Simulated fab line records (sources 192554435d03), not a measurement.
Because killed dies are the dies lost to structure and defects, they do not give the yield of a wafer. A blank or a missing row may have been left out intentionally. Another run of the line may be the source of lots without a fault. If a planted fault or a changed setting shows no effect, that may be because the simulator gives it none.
fab line records -- flow n5Finfet
record lots=7, wafers=21
route steps=1938 shown ZERO_LAYER@4 FIN_SAQP@125 SPACER0@259 ILD0@338 SDB@350 HKMG_FIN@386 GATE_CUT@480
startH: the number of hours between the record's first day and the start of the first shown wafer of the lot -- waitH: hours elapsed since this lot's preceding step -- " repeats the value in the row above -- L1.1+2: a row that stands for several wafers -- - no value, or no start given -- * or withheld: withheld -- < > ~ a bound
route shown NAME@n: a module of which the file shows steps, and the number in the route of the first -- usual: mean/standard deviation of fault-free wafers -- same: alike in all rows -- chamber/n: place in a boat -- sites: the reading at each site -- _std_site: the standard deviation of these -- _edge_site: outer sites' mean less inner sites' -- radiusMm: how far each site lies from the wafer's centre -- mask NAME#n: copy n -- behind: tool/chamber where the wafer was last shaped -- hold: why the lot was held/for how many hours/how that ended -- device: the transistor (n, p or np) that didn't switch -- end of line: the same wafers' tests at the end of the route -- a step with no rows: only its recipe -- killed: dies lost to structure and defects at the first sort, not the wafer's yield -- map: a wafer's dies, marking killed ones x, the rest . and places with no die _
set.NAME: the setting that was run; set.NAME@STEP: the one run at that earlier step -- model.NAME: the simulator's own value behind a step, which no gauge read
lots with deliberately changed settings; one table per step, one row per wafer
## steps
# step N5_ZERO_LAYER_PECVD_02
# recipe material=SiO2, targetThkA=100, tempC=400, precursor=SiH4/N2O, pressureTorr=0.75, rfW=275, timeS=6
lot.wafer,tool,chamber,startH,waitH,set.timeS,model.SiO2_of_ZERO_LAYER_PECVD_02.thkNm
L074.2,pecvd-04,2,12.28,0.0,6,9.917
L074.3,pecvd-04,1,12.28,0.0,6,9.825
L074.6,pecvd-04,1,12.28,0.0,6,10.22
L078.4,pecvd-04,0,36.31,0.1,6,9.964
L078.5,pecvd-04,1,36.31,0.1,6,10.1
L078.6,pecvd-04,2,36.31,0.1,6,9.981
L080.1,pecvd-04,2,48.28,0.0,5.122,8.336
L080.5,pecvd-04,2,48.28,0.0,6,9.949
L080.6,pecvd-04,0,48.28,0.0,5.122,8.516
L081.3,pecvd-02,1,54.28,0.0,6,9.841
L081.4,pecvd-02,1,54.28,0.0,5.282,8.845
L081.5,pecvd-02,2,54.28,0.0,6,9.968
L089.2,pecvd-03,2,102.29,0.0,6,10.01
L089.4,pecvd-03,0,102.29,0.0,6.372,10.79
L089.5,pecvd-03,1,102.29,0.0,6.372,10.58
L092.1,pecvd-04,1,120.28,0.0,6.296,10.23
L092.3,pecvd-04,0,120.28,0.0,6.296,10.15
L092.5,pecvd-04,0,120.28,0.0,6.296,10.34
L095.1,pecvd-02,2,138.29,0.0,6.645,10.9
L095.2,pecvd-02,1,138.29,0.0,6.645,11.14
L095.3,pecvd-02,0,138.29,0.0,6,9.988
# step N5_ZERO_LAYER_DEVELOP_10
# recipe developTimeS=60, rinseLiquid=diw, dry=airSpin, devTempC=21
lot.wafer,tool,chamber,startH,waitH,set.developTimeS
L074.2+3+6,lithoTrack-04,0,-,-,60
L078.4+5+6,lithoTrack-04,0,-,-,60
L080.1+5,lithoTrack-03,0,-,-,60
L080.6,lithoTrack-03,0,-,-,69.04
L081.3,lithoTrack-01,0,-,-,60
L081.4+5,lithoTrack-01,0,-,-,71.32
L089.2,lithoTrack-01,0,-,-,60
L089.4+5,lithoTrack-01,0,-,-,64.46
L092.1+3,lithoTrack-01,0,-,-,60
L092.5,lithoTrack-01,0,-,-,48.45
L095.1+2,lithoTrack-04,0,-,-,67.46
L095.3,lithoTrack-04,0,-,-,60
# step N5_ZERO_LAYER_HARDBAKE_23
# recipe tempC=130, timeS=120
# step N5_ZERO_LAYER_CD_MEAS_11
# recipe targetCdNm=2000, landingEnergyEv=500, detector=seInlens
# usual cdNm=2000.1/1.7
lot.wafer,tool,chamber,startH,waitH,set.developTimeS@ZERO_LAYER_DEVELOP_10,cdNm
L074.2,cdSem-03,0,12.77,-,60,2002.5
L074.3,cdSem-03,0,12.77,-,60,2000.8
L074.6,cdSem-03,0,12.77,-,60,2002.2
L078.4,cdSem-01,0,36.65,-,60,2001.0
L078.5,cdSem-01,0,36.65,-,60,2002.0
L078.6,cdSem-01,0,36.65,-,60,2003.0
L080.1,cdSem-03,0,48.77,-,60,2000.5
L080.5,cdSem-03,0,48.77,-,60,2000.6
L080.6,cdSem-03,0,48.77,-,69.04,2003.1
L081.3,cdSem-02,0,54.77,-,60,1999.5
L081.4,cdSem-02,0,54.77,-,71.32,2003.8
L081.5,cdSem-02,0,54.77,-,71.32,2001.7
L089.2,cdSem-03,0,102.65,-,60,1998.2
L089.4,cdSem-03,0,102.65,-,64.46,1999.6
L089.5,cdSem-03,0,102.65,-,64.46,1999.6
L092.1,cdSem-02,0,120.77,-,60,1997.3
L092.3,cdSem-02,0,120.77,-,60,1998.3
L092.5,cdSem-02,0,120.77,-,48.45,1993.8
L095.1,cdSem-01,0,138.77,-,67.46,2001.0
L095.2,cdSem-01,0,138.77,-,67.46,2001.9
L095.3,cdSem-01,0,138.77,-,60,2000.4
# step N5_FIN_SAQP_SPACER1_ALD_24
# recipe material=SiO2, targetThkA=203, tempC=300, aldPrecursorFamily=BDEAS, aldCoReactant=O2-plasma, pulseTimeS=1, purgeTimeS=2, coReactantPurgeTimeS=2, aldCycles=218, pressureTorr=2
lot.wafer,tool,chamber,startH,waitH,set.aldCycles,model.SiO2_of_FIN_SAQP_SPACER1_ALD_24.thkNm
L074.2,aldSin-03,2,25.16,0.3,218,20.4
L074.3,aldSin-03,0,25.16,0.3,235,22
L074.6,aldSin-03,0,25.16,0.3,235,21.8
L078.4+5+6,aldSin-04,"1,3,0",47.93,0.1,218,20.4
L080.1+5,aldSin-04,0,59.55,0.3,218,20.4
L080.6,aldSin-04,3,59.55,0.3,218,20.2
L081.3,aldSin-02,0,66.14,0.1,218,20.4
L081.4,aldSin-02,2,66.14,0.1,230,21.6
L081.5,aldSin-02,2,66.14,0.1,230,21.4
L089.2+5,aldSin-02,"2,3",114.13,0.9,218,20.4
L089.4,aldSin-02,3,114.13,0.9,218,20.2
L092.1+3+5,aldSin-03,"1,0,0",133.10,0.3,218,20.4
L095.1,aldSin-02,3,149.53,0.3,218,20.2
L095.2,aldSin-02,1,149.53,0.3,229,21.4
L095.3,aldSin-02,2,149.53,0.3,218,20.4
# step N5_FIN_SAQP_SPACER1_ETCHBACK_25
# recipe chemistry=CHF3/O2, mode=anisotropicEtchback, target=SiO2, targetDepthA=244, timeS=12.2, pressureMtorr=30, sourceW=650, biasW=170, Ar_flow_sccm=200, CHF3_flow_sccm=50, O2_flow_sccm=5, ionEnergyEv=200
# step N5_FIN_SAQP_MANDREL1_REMOVE_56
# recipe chemistry=HBr/Cl2/O2, btTimeS=10, target=a-Si, stopOn=SiNx, endpoint=OES-SiCl, overEtchFrac=1, icpW=600, biasW=22, HBr_flow_sccm=150, Cl2_flow_sccm=80, O2_flow_sccm=5, pressureMtorr=10
lot.wafer,tool,chamber,startH,waitH,set.aldCycles@FIN_SAQP_SPACER1_ALD_24,model.FIN_SAQP.cdNm
L074.2,rieSi-05,3,26.30,0.1,218,20.4
L074.3,rieSi-05,1,26.30,0.1,235,22
L074.6,rieSi-05,1,26.30,0.1,235,21.8
L078.4+5+6,rieSi-05,"2,1,2",48.83,0.1,218,20.4
L080.1+6,rieSi-06,1,60.35,0.1,218,20.2
L080.5,rieSi-06,0,60.35,0.1,218,20.4
L081.3,rieSi-06,1,66.98,0.1,218,20.4
L081.4,rieSi-06,2,66.98,0.1,230,21.6
L081.5,rieSi-06,1,66.98,0.1,230,21.4
L089.2+5,rieSi-05,"1,2",114.93,0.1,218,20.4
L089.4,rieSi-05,3,114.93,0.1,218,20.2
L092.1+5,rieSi-03,"3,0",134.13,0.1,218,20.4
L092.3,rieSi-03,0,134.13,0.1,218,20.2
L095.1,rieSi-05,3,150.39,0.1,218,20.2
L095.2,rieSi-05,2,150.39,0.1,229,21.4
L095.3,rieSi-05,0,150.39,0.1,218,20.4
# step N5_FIN_SAQP_CD_MEAS_27
# recipe targetCdNm=20, landingEnergyEv=1000, detector=seInlens, polarity=line
# usual cdNm=20.33/0.21
lot.wafer,tool,chamber,startH,waitH,set.aldCycles@FIN_SAQP_SPACER1_ALD_24,cdNm
L074.2,cdSem-03,0,26.41,0.1,218,20.07
L074.3,cdSem-03,0,26.41,0.1,235,22.28
L074.6,cdSem-03,0,26.41,0.1,235,21.95
L078.4,cdSem-03,0,48.94,0.1,218,20.12
L078.5,cdSem-03,0,48.94,0.1,218,20.45
L078.6,cdSem-03,0,48.94,0.1,218,20.40
L080.1,cdSem-02,0,60.46,0.1,218,20.17
L080.5,cdSem-02,0,60.46,0.1,218,20.37
L080.6,cdSem-02,0,60.46,0.1,218,20.41
L081.3,cdSem-03,0,67.10,0.1,218,20.67
L081.4,cdSem-03,0,67.10,0.1,230,21.67
L081.5,cdSem-03,0,67.10,0.1,230,21.70
L089.2,cdSem-01,0,115.05,0.1,218,19.96
L089.4,cdSem-01,0,115.05,0.1,218,20.27
L089.5,cdSem-01,0,115.05,0.1,218,20.56
L092.1,cdSem-01,0,134.24,0.1,218,20.34
L092.3,cdSem-01,0,134.24,0.1,218,19.91
L092.5,cdSem-01,0,134.24,0.1,218,20.42
L095.1,cdSem-03,0,150.50,0.1,218,19.98
L095.2,cdSem-03,0,150.50,0.1,229,21.33
L095.3,cdSem-03,0,150.50,0.1,218,20.63
# step N5_FIN_SAQP_ETCH_65
# recipe chemistry=CF4, target=SiO2, targetDepthA=40, ionEnergyEv=350, timeS=4.4, pressureMtorr=10, icpW=800, biasW=400, cf4FlowSccm=80
lot.wafer,tool,chamber,startH,waitH,set.timeS,model.etch.depthNm
L074.2,rieSi-06,0,26.66,0.1,4.4,4.005
L074.3,rieSi-06,3,26.66,0.1,5.046,4.601
L074.6,rieSi-06,2,26.66,0.1,5.046,4.581
L078.4,rieSi-03,2,49.35,0.1,4.4,4.068
L078.5,rieSi-03,1,49.35,0.1,4.4,3.949
L078.6,rieSi-03,2,49.35,0.1,4.4,4.063
L080.1,rieSi-05,1,60.62,0.1,4.4,4.103
L080.5,rieSi-05,0,60.62,0.1,3.895,3.564
L080.6,rieSi-05,1,60.62,0.1,4.4,4.044
L081.3,rieSi-05,3,67.42,0.1,4.4,4.093
L081.4,rieSi-05,1,67.42,0.1,4.4,4.056
L081.5,rieSi-05,1,67.42,0.1,5.318,4.913
L089.2,rieSi-06,1,115.20,0.1,5.151,4.745
L089.4,rieSi-06,3,115.20,0.1,5.151,4.77
L089.5,rieSi-06,1,115.20,0.1,4.4,4.058
L092.1,rieSi-06,0,134.40,0.1,5.059,4.565
L092.3,rieSi-06,2,134.40,0.1,4.4,4.07
L092.5,rieSi-06,3,134.40,0.1,4.4,4.042
L095.1,rieSi-06,2,150.65,0.1,4.4,4.038
L095.2,rieSi-06,0,150.65,0.1,3.507,3.184
L095.3,rieSi-06,1,150.65,0.1,3.507,3.221
# step N5_SPACER0_ALD_00
# recipe material=SiOCN, targetThkA=35, tempC=400, aldPrecursorFamily=alkyl-aminosilane, aldCoReactant=O2/N2-plasma, pulseTimeS=3, purgeTimeS=2, coReactantPurgeTimeS=2, aldCycles=58, pressureTorr=2
lot.wafer,tool,chamber,startH,waitH,set.aldCycles,model.SiOCN_of_SPACER0_ALD_00.thkNm
L074.2+6,aldSin-02,"2,1",53.10,0.1,53,3.2
L074.3,aldSin-02,1,53.10,0.1,58,3.4
L078.4+5+6,aldSin-01,"3,1,2",73.32,0.1,58,3.6
L080.1,aldSin-02,2,84.74,0.1,58,3.6
L080.5+6,aldSin-02,"2,3",84.74,0.1,53,3.2
L081.3,aldSin-01,1,90.05,0.1,61,3.8
L081.4+5,aldSin-01,"2,1",90.05,0.1,58,3.6
L089.2+4,aldSin-01,"3,2",139.18,0.1,67,4
L089.5,aldSin-01,2,139.18,0.1,58,3.6
L092.1,aldSin-01,0,161.02,0.1,58,3.4
L092.3+5,aldSin-01,"1,0",161.02,0.1,64,3.8
L095.1+3,aldSin-03,"1,3",173.52,0.1,61,3.6
L095.2,aldSin-03,0,173.52,0.1,58,3.4
# step N5_ILD0_CMP_03
# recipe stopOn=SiNx, tOverpolishS=1.9, postCmpClean=alkalineBrush, downForcePsi=4.1491, platenRpm=51.796, padVelocityMS=1.0306, targetThkNm=197.38
# usual timeToEndpointS=71/3.6
lot.wafer,tool,chamber,startH,waitH,set.downForcePsi,timeToEndpointS
L074.2,cmp-02,0,66.73,0.0,4.1491,66
L074.3,cmp-02,1,66.73,0.0,4.1491,69
L074.6,cmp-02,0,66.73,0.0,3.408,84
L078.4,cmp-03,0,86.06,0.1,4.1491,77
L078.5,cmp-03,2,86.06,0.1,4.1491,78
L078.6,cmp-03,3,86.06,0.1,4.1491,79
L080.1,cmp-04,2,97.32,0.0,4.1491,70
L080.6,cmp-04,2,97.32,0.0,4.1491,68
L080.5,cmp-04,3,97.32,0.0,4.1491,71
L081.4,cmp-02,0,104.46,0.0,3.78,83
L081.3,cmp-02,1,104.46,0.0,3.78,80
L081.5,cmp-02,0,104.46,0.0,4.1491,75
L089.4,cmp-04,0,151.42,0.1,3.652,81
L089.2,cmp-04,1,151.42,0.1,3.652,80
L089.5,cmp-04,3,151.42,0.1,4.1491,69
L092.1,cmp-04,1,173.63,0.0,4.1491,74
L092.3,cmp-04,0,173.63,0.0,4.1491,71
L092.5,cmp-04,1,173.63,0.0,4.1491,70
L095.2,cmp-04,2,187.10,0.0,4.1491,66
L095.1,cmp-04,0,187.10,0.0,3.519,85
L095.3,cmp-04,1,187.10,0.0,3.519,81
# step N5_SDB_COAT_05
# recipe resist=CAR-ArF, spinRpm=1500, resistThkNm=90
lot.wafer,tool,chamber,startH,waitH,set.spinRpm,model.CAR-ArF_of_SDB_COAT_05.thkNm
L074.2,lithoTrack-03,0,-,-,1500,90.8
L074.3,lithoTrack-03,0,-,-,1500,90.6
L074.6,lithoTrack-03,0,-,-,1569,88.4
L078.4+6,lithoTrack-03,0,-,-,1500,89.8
L078.5,lithoTrack-03,0,-,-,1500,90.2
L080.1,lithoTrack-04,0,-,-,1500,89.6
L080.5+6,lithoTrack-04,0,-,-,1500,89.8
L081.3+5,lithoTrack-04,0,-,-,1500,90
L081.4,lithoTrack-04,0,-,-,1378,94.2
L089.2,lithoTrack-03,0,-,-,1440,92
L089.4,lithoTrack-03,0,-,-,1440,92.2
L089.5,lithoTrack-03,0,-,-,1440,92.4
L092.1+5,lithoTrack-05,0,-,-,1500,90.2
L092.3,lithoTrack-05,0,-,-,1500,90.4
L095.1,lithoTrack-05,0,-,-,1500,90
L095.2,lithoTrack-05,0,-,-,1410,92.8
L095.3,lithoTrack-05,0,-,-,1410,93
# step N5_SDB_EBR_07
# recipe solvent=PGMEA, ebrWidthMm=1.5
# step N5_SDB_SOFTBAKE_06
# recipe tempC=110, timeS=60, resist=CAR-ArF
# step N5_SDB_EXPOSE_08
# recipe maskId=SDB, na=1.35, sourceShape=conventional, sigmaOuter=0.5, polarization=unpolarized, doseMj=49.6
# step N5_SDB_PEB_09
# recipe pebTempC=withheld, pebTimeS=60, resist=CAR-ArF
# step N5_SDB_DEVELOP_10
# recipe developTimeS=30, developer=TMAH, resist=CAR-ArF, rinseLiquid=diw, dry=airSpin, devTempC=23
lot.wafer,tool,chamber,startH,waitH,set.spinRpm@SDB_COAT_05,model.CAR-ArF_of_SDB_COAT_05.thkNm
L074.2,lithoTrack-04,0,-,-,1500,89
L074.3,lithoTrack-04,0,-,-,1500,88.8
L074.6,lithoTrack-04,0,-,-,1569,86.8
L078.4+6,lithoTrack-03,0,-,-,1500,88.2
L078.5,lithoTrack-03,0,-,-,1500,88.4
L080.1+5+6,lithoTrack-03,0,-,-,1500,88
L081.3,lithoTrack-05,0,-,-,1500,88.2
L081.4,lithoTrack-05,0,-,-,1378,92.6
L081.5,lithoTrack-05,0,-,-,1500,88.4
L089.2,lithoTrack-03,0,-,-,1440,90.4
L089.4+5,lithoTrack-03,0,-,-,1440,90.6
L092.1+5,lithoTrack-04,0,-,-,1500,88.4
L092.3,lithoTrack-04,0,-,-,1500,88.6
L095.1,lithoTrack-04,0,-,-,1500,88.2
L095.2+3,lithoTrack-04,0,-,-,1410,91.2
# step N5_HKMG_FIN_HK_ALD_01
# recipe material=HfO2, targetThkA=16, tempC=withheld, aldPrecursorFamily=HfCl4, aldCoReactant=H2O, pulseTimeS=3, purgeTimeS=3, coReactantPurgeTimeS=2.5, coReactantPulseTimeS=0.3, aldCycles=30
lot.wafer,tool,chamber,startH,waitH,set.aldCycles
L074.2+3,aldHk-02,"0,1",76.06,0.0,30
L074.6,aldHk-02,3,76.06,0.0,26
L078.4+5+6,aldHk-03,"0,1,0",95.51,0.0,30
L080.1+5+6,aldHk-01,"2,3,2",107.14,0.0,30
L081.3,aldHk-03,2,114.69,0.0,30
L081.4+5,aldHk-03,"3,1",114.69,0.0,33
L089.2+4,aldHk-03,"3,1",160.47,0.0,30
L089.5,aldHk-03,2,160.47,0.0,35
L092.1,aldHk-02,2,182.62,0.0,34
L092.3+5,aldHk-02,0,182.62,0.0,30
L095.1+2,aldHk-03,"1,0",196.14,0.0,30
L095.3,aldHk-03,3,196.14,0.0,27
# step N5_HKMG_FIN_ALD_36
# recipe material=TiN, targetThkA=10, tempC=400, aldPrecursorFamily=TiCl4, aldCoReactant=NH3, pulseTimeS=1, purgeTimeS=3, coReactantPurgeTimeS=2, coReactantPulseTimeS=2, aldCycles=47, pressureTorr=3
lot.wafer,tool,chamber,startH,waitH,set.tempC
L074.2,aldMetal-03,2,79.35,0.0,414.8
L074.3+6,aldMetal-03,"1,2",79.35,0.0,400
L078.4+5+6,aldMetal-01,"0,2,1",98.69,0.0,400
L080.1+6,aldMetal-04,"3,0",110.64,0.0,400
L080.5,aldMetal-04,1,110.64,0.0,389.4
L081.3+4,aldMetal-03,"2,3",118.28,0.0,384.1
L081.5,aldMetal-03,0,118.28,0.0,400
L089.2+5,aldMetal-04,"3,2",163.64,0.0,400
L089.4,aldMetal-04,1,163.64,0.0,387.6
L092.1+3,aldMetal-03,"1,2",186.00,0.0,400
L092.5,aldMetal-03,2,186.00,0.0,385.5
L095.1+3,aldMetal-01,"2,0",199.53,0.0,385.9
L095.2,aldMetal-01,1,199.53,0.0,400
# step N5_HKMG_FIN_THK_MEAS_70
# recipe thkMeasGauge=xrf, reads=HfO2_of_HKMG_FIN_HK_ALD_01
# usual HK_THK=1.606/0.02
lot.wafer,tool,chamber,startH,waitH,set.aldCycles@HKMG_FIN_HK_ALD_01,HK_THK[nm]
L074.2,filmMetro-02,-,79.64,0.2,30,1.618
L074.3,filmMetro-02,-,79.64,0.2,30,1.590
L074.6,filmMetro-02,-,79.64,0.2,26,1.379
L078.4,filmMetro-01,-,98.97,0.2,30,1.591
L078.5,filmMetro-01,-,98.97,0.2,30,1.575
L078.6,filmMetro-01,-,98.97,0.2,30,1.606
L080.1,filmMetro-02,-,110.92,0.2,30,1.658
L080.5,filmMetro-02,-,110.92,0.2,30,1.611
L080.6,filmMetro-02,-,110.92,0.2,30,1.638
L081.3,filmMetro-01,-,118.57,0.2,30,1.606
L081.4,filmMetro-01,-,118.57,0.2,33,1.753
L081.5,filmMetro-01,-,118.57,0.2,33,1.740
L089.2,filmMetro-01,-,163.92,0.2,30,1.597
L089.4,filmMetro-01,-,163.92,0.2,30,1.588
L089.5,filmMetro-01,-,163.92,0.2,35,1.874
L092.1,filmMetro-01,-,186.28,0.2,34,1.795
L092.3,filmMetro-01,-,186.28,0.2,30,1.620
L092.5,filmMetro-01,-,186.28,0.2,30,1.608
L095.1,filmMetro-02,-,199.81,0.2,30,1.626
L095.2,filmMetro-02,-,199.81,0.2,30,1.593
L095.3,filmMetro-02,-,199.81,0.2,27,1.444
# step N5_HKMG_FIN_EXPOSE_09
# recipe maskId=NWFM, na=1.35, sourceShape=conventional, sigmaOuter=0.8, polarization=unpolarized, doseMj=39.25
lot.wafer,tool,chamber,startH,waitH,mask,set.doseMj
L074.2,arfiScanner-01,0,80.27,-,NWFM#0,37.33
L074.3+6,arfiScanner-01,0,80.27,-,NWFM#0,39.25
L078.4+5+6,arfiScanner-03,0,99.73,-,NWFM#0,39.25
L080.1+5,arfiScanner-02,0,111.67,-,NWFM#0,39.25
L080.6,arfiScanner-02,0,111.67,-,NWFM#0,41.12
L081.3,arfiScanner-02,0,119.20,-,NWFM#0,39.25
L081.4+5,arfiScanner-02,0,119.20,-,NWFM#0,38.49
L089.2,arfiScanner-01,0,164.67,-,NWFM#0,41.18
L089.4+5,arfiScanner-01,0,164.67,-,NWFM#0,39.25
L092.1,arfiScanner-03,0,187.03,-,NWFM#0,39.25
L092.3+5,arfiScanner-03,0,187.03,-,NWFM#0,41.06
L095.1+3,arfiScanner-03,0,200.44,-,NWFM#0,39.25
L095.2,arfiScanner-03,0,200.44,-,NWFM#0,41.2
# step N5_HKMG_FIN_PEB_10
# recipe pebTempC=withheld, pebTimeS=60, resist=CAR-ArF
# step N5_HKMG_FIN_DEVELOP_11
# recipe developTimeS=30, developer=TMAH, resist=CAR-ArF, devTempC=23, rinseLiquid=diw, dry=airSpin
# step N5_HKMG_FIN_CD_MEAS_12
# recipe targetCdNm=92.8, landingEnergyEv=500, detector=seInlens
# usual cdNm=92.6/0.5
lot.wafer,tool,chamber,startH,waitH,set.doseMj@HKMG_FIN_EXPOSE_09,cdNm
L074.2,cdSem-03,0,80.39,-,37.33,89.3
L074.3,cdSem-03,0,80.39,-,39.25,92.6
L074.6,cdSem-03,0,80.39,-,39.25,92.7
L078.4,cdSem-01,0,99.85,-,39.25,92.6
L078.5,cdSem-01,0,99.85,-,39.25,93.3
L078.6,cdSem-01,0,99.85,-,39.25,92.9
L080.1,cdSem-03,0,111.80,-,39.25,92.4
L080.5,cdSem-03,0,111.80,-,39.25,91.7
L080.6,cdSem-03,0,111.80,-,41.12,94.9
L081.3,cdSem-02,0,119.32,-,39.25,93.0
L081.4,cdSem-02,0,119.32,-,38.49,91.1
L081.5,cdSem-02,0,119.32,-,38.49,91.7
L089.2,cdSem-03,0,164.79,-,41.18,96.2
L089.4,cdSem-03,0,164.79,-,39.25,92.6
L089.5,cdSem-03,0,164.79,-,39.25,92.7
L092.1,cdSem-03,0,187.16,-,39.25,91.7
L092.3,cdSem-03,0,187.16,-,41.06,95.0
L092.5,cdSem-03,0,187.16,-,41.06,94.9
L095.1,cdSem-02,0,200.56,-,39.25,92.8
L095.2,cdSem-02,0,200.56,-,41.2,95.8
L095.3,cdSem-02,0,200.56,-,39.25,92.9
# step N5_GATE_CUT_COAT_27
# recipe resist=underlayer, tempC=205, timeS=60, spinRpm=1500, resistThkNm=10
lot.wafer,tool,chamber,startH,waitH,set.spinRpm,model.underlayer_of_GATE_CUT_COAT_27.thkNm
L074.2+3,lithoTrack-01,0,-,-,1500,10
L074.6,lithoTrack-01,0,-,-,1384,10.4
L078.4+5+6,lithoTrack-04,0,-,-,1500,10
L080.1+5,lithoTrack-03,0,-,-,1500,10
L080.6,lithoTrack-03,0,-,-,1408,10.4
L081.3+4,lithoTrack-03,0,-,-,1500,10
L081.5,lithoTrack-03,0,-,-,1359,10.6
L089.2+4,lithoTrack-04,0,-,-,1500,10
L089.5,lithoTrack-04,0,-,-,1454,10.2
L092.1+3,lithoTrack-03,0,-,-,1385,10.4
L092.5,lithoTrack-03,0,-,-,1500,10
L095.1+2,lithoTrack-04,0,-,-,1550,9.8
L095.3,lithoTrack-04,0,-,-,1500,10
# step N5_GATE_CUT_COAT_07
# recipe resist=CAR-EUV, spinRpm=1500, resistThkNm=30
# step N5_GATE_CUT_EBR_09
# recipe solvent=PGMEA, ebrWidthMm=1.5
# step N5_GATE_CUT_DESCUM_18
# recipe chemistry=O2, timeS=7, sourcePowerW=50, biasPowerW=20, pressureMtorr=20, rfFrequencyHz=2.712e+07, tempC=40, resist=CAR-EUV, o2FlowSccm=225
# step N5_GATE_CUT_ETCH_28
# recipe chemistry=N2/H2, target=underlayer, targetDepthA=130, maskMaterial=CAR-EUV, timeS=10.4, ionEnergyEv=200, pressureMtorr=30, sourceW=840, biasW=150, n2FlowSccm=200, h2FlowSccm=200, ends=cleared
# usual etchRfOnTimeS=10.38/0.17
lot.wafer,tool,chamber,startH,waitH,set.spinRpm@GATE_CUT_COAT_27,etchRfOnTimeS,model.CAR-EUV_of_GATE_CUT_COAT_07.thkNm,model.etch.depthNm
L074.2,rieDiel-02,2,89.50,0.0,1500,10.25,14.6,10.02
L074.3,rieDiel-02,0,89.50,0.0,1500,10.17,14.8,10.01
L074.6,rieDiel-02,0,89.50,0.0,1384,10.56,14.4,10.4
L078.4,rieDiel-01,1,108.22,0.0,1500,10.13,14.6,10.02
L078.5,rieDiel-01,0,108.22,0.0,1500,10.16,14.6,10
L078.6,rieDiel-01,1,108.22,0.0,1500,10.18,14.6,10.01
L080.1,rieDiel-03,0,120.07,0.0,1500,10.61,14.6,10.07
L080.5,rieDiel-03,0,120.07,0.0,1500,10.55,14.6,10.06
L080.6,rieDiel-03,1,120.07,0.0,1408,10.82,14.2,10.38
L081.3,rieDiel-02,1,127.89,0.0,1500,10.49,14.6,10.05
L081.4,rieDiel-02,3,127.89,0.0,1500,10.58,14.6,10.07
L081.5,rieDiel-02,1,127.89,0.0,1359,10.98,14,10.6
L089.2,rieDiel-02,2,173.23,0.0,1500,10.34,14.6,10.04
L089.4,rieDiel-02,1,173.23,0.0,1500,10.56,14.6,10.04
L089.5,rieDiel-02,0,173.23,0.0,1454,10.59,14.4,10.2
L092.1,rieDiel-02,1,195.52,0.0,1385,10.90,14,10.43
L092.3,rieDiel-02,0,195.52,0.0,1385,10.77,14.2,10.42
L092.5,rieDiel-02,3,195.52,0.0,1500,10.55,14.6,10.02
L095.1,rieDiel-02,3,209.28,0.0,1550,10.41,14.8,9.843
L095.2,rieDiel-02,0,209.28,0.0,1550,10.19,14.8,9.873
L095.3,rieDiel-02,2,209.28,0.0,1500,10.33,14.6,10.02
## key
split step=N5_ZERO_LAYER_PECVD_02, setting=timeS, stated=6, by=wafer
response step=N5_ZERO_LAYER_PECVD_02, reading=model.SiO2_of_ZERO_LAYER_PECVD_02.thkNm, change=+0.0982, per=1%, r=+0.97
split step=N5_ZERO_LAYER_DEVELOP_10, setting=developTimeS, stated=60, by=wafer
response step=N5_ZERO_LAYER_CD_MEAS_11, reading=cdNm, change=+0.172, per=1%, r=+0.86
split step=N5_FIN_SAQP_SPACER1_ALD_24, setting=aldCycles, stated=218, by=wafer
response step=N5_FIN_SAQP_SPACER1_ALD_24, reading=model.SiO2_of_FIN_SAQP_SPACER1_ALD_24.thkNm, change=+0.2, per=1%, r=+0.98
response step=N5_FIN_SAQP_MANDREL1_REMOVE_56, reading=model.FIN_SAQP.cdNm, change=+0.2, per=1%, r=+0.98
response step=N5_FIN_SAQP_CD_MEAS_27, reading=cdNm, change=+0.229, per=1%, r=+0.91
split step=N5_FIN_SAQP_ETCH_65, setting=timeS, stated=4.4, by=wafer
response step=N5_FIN_SAQP_ETCH_65, reading=model.etch.depthNm, change=+0.04, per=1%, r=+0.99
split step=N5_SPACER0_ALD_00, setting=aldCycles, stated=58, by=wafer
response step=N5_SPACER0_ALD_00, reading=model.SiOCN_of_SPACER0_ALD_00.thkNm, change=+0.032, per=1%, r=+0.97
split step=N5_ILD0_CMP_03, setting=downForcePsi, stated=4.1491, by=wafer
response step=N5_ILD0_CMP_03, reading=timeToEndpointS, change=*, per=1%, r=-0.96
split step=N5_SDB_COAT_05, setting=spinRpm, stated=1500, by=wafer
response step=N5_SDB_COAT_05, reading=model.CAR-ArF_of_SDB_COAT_05.thkNm, change=-0.504, per=1%, r=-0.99
response step=N5_SDB_DEVELOP_10, reading=model.CAR-ArF_of_SDB_COAT_05.thkNm, change=-0.508, per=1%, r=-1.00
split step=N5_HKMG_FIN_HK_ALD_01, setting=aldCycles, stated=30, by=wafer
response step=N5_HKMG_FIN_THK_MEAS_70, reading=HK_THK, change=+0.0158, per=1%, r=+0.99
split step=N5_HKMG_FIN_ALD_36, setting=tempC, stated=400, by=wafer
response none clear
split step=N5_HKMG_FIN_EXPOSE_09, setting=doseMj, stated=39.25, by=wafer
response step=N5_HKMG_FIN_CD_MEAS_12, reading=cdNm, change=+0.663, per=1%, r=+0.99
split step=N5_GATE_CUT_COAT_27, setting=spinRpm, stated=1500, by=wafer
response step=N5_GATE_CUT_COAT_27, reading=model.underlayer_of_GATE_CUT_COAT_27.thkNm, change=-0.0586, per=1%, r=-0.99
response step=N5_GATE_CUT_ETCH_28, reading=etchRfOnTimeS, change=*, per=1%, r=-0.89
response step=N5_GATE_CUT_ETCH_28, reading=model.CAR-EUV_of_GATE_CUT_COAT_07.thkNm, change=+0.0586, per=1%, r=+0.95
response step=N5_GATE_CUT_ETCH_28, reading=model.etch.depthNm, change=-0.0531, per=1%, r=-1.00
